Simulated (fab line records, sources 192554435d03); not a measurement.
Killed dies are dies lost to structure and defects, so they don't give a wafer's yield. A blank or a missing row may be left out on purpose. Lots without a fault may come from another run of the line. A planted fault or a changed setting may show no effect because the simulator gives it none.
Chamber matching | flow n5_finfet | N5_MOL_CONTACT_COAG_STRIP_72 on rie_diel-01: 4 sister chambers
The step strips in N2/H2. 20 wafers are shown with their chamber, then 10 later ones without.

WAFERS WITH THEIR CHAMBER
wafer  | chamber | showerhead_plenum_p_Torr (Torr) | drypump_motor_current_A (A) | throttle_valve_pct (%)
L078.1 | 0       | 2.51                            | 5.6                         | 23.64
L078.2 | 1       | 2.50                            | 5.8                         | 23.92
L078.4 | 3       | 2.70                            | 6.5                         | 23.33
L079.1 | 3       | 2.70                            | 6.5                         | 23.36
L079.2 | 0       | 2.51                            | 5.6                         | 23.67
L079.5 | 0       | 2.51                            | 5.7                         | 23.65
L082.1 | 3       | 2.70                            | 6.5                         | 23.37
L082.3 | 2       | 2.67                            | 5.1                         | 24.01
L082.6 | 2       | 2.67                            | 5.1                         | 24.02
L085.1 | 2       | 2.67                            | 5.2                         | 23.98
L085.4 | 3       | 2.69                            | 6.5                         | 23.34
L085.5 | 3       | 2.69                            | 6.5                         | 23.37
L086.2 | 2       | 2.67                            | 5.1                         | 24.03
L086.4 | 0       | 2.50                            | 5.6                         | 23.68
L086.6 | 0       | 2.50                            | 5.7                         | 23.67
L087.1 | 0       | 2.50                            | 5.6                         | 23.66
L087.3 | 3       | 2.69                            | 6.5                         | 23.36
L087.5 | 3       | 2.69                            | 6.5                         | 23.38
L088.1 | 0       | 2.50                            | 5.6                         | 23.65
L088.2 | 2       | 2.67                            | 5.1                         | 23.99

SIGNATURES (means of the wafers above)
reading                  | chamber 0 | chamber 1 | chamber 2 | chamber 3 | scatter within a chamber
showerhead_plenum_p_Torr | 2.5043    | 2.5000    | 2.6700    | 2.6943    | 0.00463
drypump_motor_current_A  | 5.629     | 5.800     | 5.120     | 6.500     | 0.0373
throttle_valve_pct       | 23.6600   | 23.9200   | 24.0060   | 23.3586   | 0.0173
Rule: a wafer's distance from a chamber is the root of the sum, over the readings, of the square of ((its reading less the chamber's mean) divided by the reading's scatter). The wafer belongs to the nearest chamber; if the next one is less than 2 further off, it can't be placed. The scatter: the root of (the sum of the squares of (reading less its chamber's mean) over the shown wafers, divided by (wafers less chambers)).

WAFERS WITHOUT THEIR CHAMBER
wafer  | showerhead_plenum_p_Torr (Torr) | drypump_motor_current_A (A) | throttle_valve_pct (%)
L088.4 | 2.49                            | 5.7                         | 23.60
L089.2 | 2.50                            | 5.7                         | 23.67
L089.3 | 2.67                            | 5.1                         | 23.99
L089.5 | 2.66                            | 5.2                         | 24.00
L090.2 | 2.66                            | 5.1                         | 24.02
L090.3 | 2.50                            | 5.7                         | 23.66
L090.4 | 2.49                            | 5.7                         | 23.58
L096.1 | 2.66                            | 5.1                         | 24.03
L096.2 | 2.49                            | 5.6                         | 23.68
L096.6 | 2.68                            | 6.5                         | 23.41

WHICH CHAMBER EACH WENT THROUGH
wafer  | from the rows above | in truth
L088.4 | 0                   | 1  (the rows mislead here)
L089.2 | 0                   | 0
L089.3 | 2                   | 2
L089.5 | 2                   | 2
L090.2 | 2                   | 2
L090.3 | 0                   | 0
L090.4 | 0                   | 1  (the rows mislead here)
L096.1 | 2                   | 2
L096.2 | 0                   | 0
L096.6 | 3                   | 3
Placed correctly: 8 of 10. Can't be placed from these rows: 0. Placed wrongly: 2.
